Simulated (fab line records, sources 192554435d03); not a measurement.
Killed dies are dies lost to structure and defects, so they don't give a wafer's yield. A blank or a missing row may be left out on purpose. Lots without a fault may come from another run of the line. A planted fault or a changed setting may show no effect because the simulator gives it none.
Which tool did it? | flow n5_finfet | 10 lots, 30 wafers sampled, at 2 steps of a route of 1938

WHAT THE GAUGES READ, wafer by wafer
N5_PASSIVATION_CD_MEAS_10: target cd 3000 nm. Usual: cd_nm 2999.4 nm, standard deviation 2.2.
lot  | measured     | on        | cd_nm (nm)           | flag
L766 | day 12 17:02 | cd_sem-01 | 3000.7 3001.8 3004.4 |
L767 | day 12 21:46 | cd_sem-03 | 3003.0 3001.0 3001.8 |
L768 | day 13 06:46 | cd_sem-03 | 2999.4 2997.1 2998.9 |
L770 | day 14 13:41 | cd_sem-02 | 3000.2 2999.3 2998.6 |
L772 | day 14 17:58 | cd_sem-01 | 3000.6 2998.2 2997.9 |
L779 | day 16 08:38 | cd_sem-03 | 3003.5 2998.6 3000.9 |
L782 | day 16 08:59 | cd_sem-03 | 3000.2 2998.9 3002.0 |
L783 | day 17 05:01 | cd_sem-03 | 3000.5 2996.8 2995.7 |
L785 | day 17 04:46 | cd_sem-01 | 2999.6 3002.3 2997.6 |
L788 | day 18 15:11 | cd_sem-01 | 2999.3 2999.7 2998.4 |

WHICH TOOL RAN EACH LOT (tool, then ch and the chambers of the sampled wafers, then the start)
lot  | N5_BEOL_M0_ALD_136
L766 | ald_metal-03 ch 0,1, day 6 00:03
L767 | ald_metal-03 ch 0,2, day 6 04:08
L768 | ald_metal-01 ch 0,2,3, day 6 09:29
L770 | ald_metal-03 ch 0,1,2, day 6 17:55
L772 | ald_metal-03 ch 0,2,3, day 7 11:59
L779 | ald_metal-01 ch 0,1,3, day 9 11:43
L782 | ald_metal-03 ch 0,2,3, day 9 21:58
L783 | ald_metal-01 ch 0,1,2, day 10 00:05
L785 | ald_metal-01 ch 0,1, day 10 14:14
L788 | ald_metal-04 ch 0,3, day 11 15:46
- N5_BEOL_M0_ALD_136: deposits TaN, pulse time 2 s, purge time 3 s, co reactant purge time 2 s.

WHAT THE TOOLS THEMSELVES READ (means of the sampled wafers that have a number; where no wafer has one, the mark that the record gives instead)
N5_BEOL_M0_ALD_136. Usual: chamber_pressure_Torr 2.999 Torr, standard deviation 0.0076; heater_power_w 418 W, standard deviation 27; mfc_carrier_sccm 1501 sccm, standard deviation 4.8; precursor_vessel_pressure_torr 26.24 Torr, standard deviation 0.055.
lot  | tool         | chamber_pressure_Torr (Torr) | heater_power_w (W) | mfc_carrier_sccm (sccm) | precursor_vessel_pressure_torr (Torr) | flag
L766 | ald_metal-03 | 2.995                        | 386                | 1504                    | 26.20                                 |
L767 | ald_metal-03 | 3.004                        | 425                | 1509                    | 26.28                                 |
L768 | ald_metal-01 | 2.996                        | 421                | 1501                    | 26.24                                 |
L770 | ald_metal-03 | 3.002                        | 407                | 1496                    | 26.24                                 |
L772 | ald_metal-03 | 3.001                        | 415                | 1502                    | 26.24                                 |
L779 | ald_metal-01 | 3.000                        | 424                | 1502                    | 26.24                                 |
L782 | ald_metal-03 | 2.998                        | 412                | 1501                    | 26.21                                 |
L783 | ald_metal-01 | 2.999                        | 431                | 1504                    | 26.28                                 |
L785 | ald_metal-01 | 2.994                        | 431                | 1497                    | 26.21                                 |
L788 | ald_metal-04 | 3.001                        | 412                | 1500                    | 26.21                                 |

THE ANSWER, worked out from the rows above alone
Rule: a lot is off if the mean of its wafers that have a number lies more than 3 standard deviations from the usual mean. A lot without any number at a reading at which 4 lots or more have one is off too. The other lots that the step has rows for count as sound. The gauges are gone through in route order, then the tools' own readings, and for those a lot's mean is taken as printed above. The first step at which some lot is off is used, and at that step the reading that is off furthest; a lot without a number counts as furthest.
No lot is off at any reading shown: from this, nothing can be told.

WHAT THE SIMULATOR HAD PUT IN
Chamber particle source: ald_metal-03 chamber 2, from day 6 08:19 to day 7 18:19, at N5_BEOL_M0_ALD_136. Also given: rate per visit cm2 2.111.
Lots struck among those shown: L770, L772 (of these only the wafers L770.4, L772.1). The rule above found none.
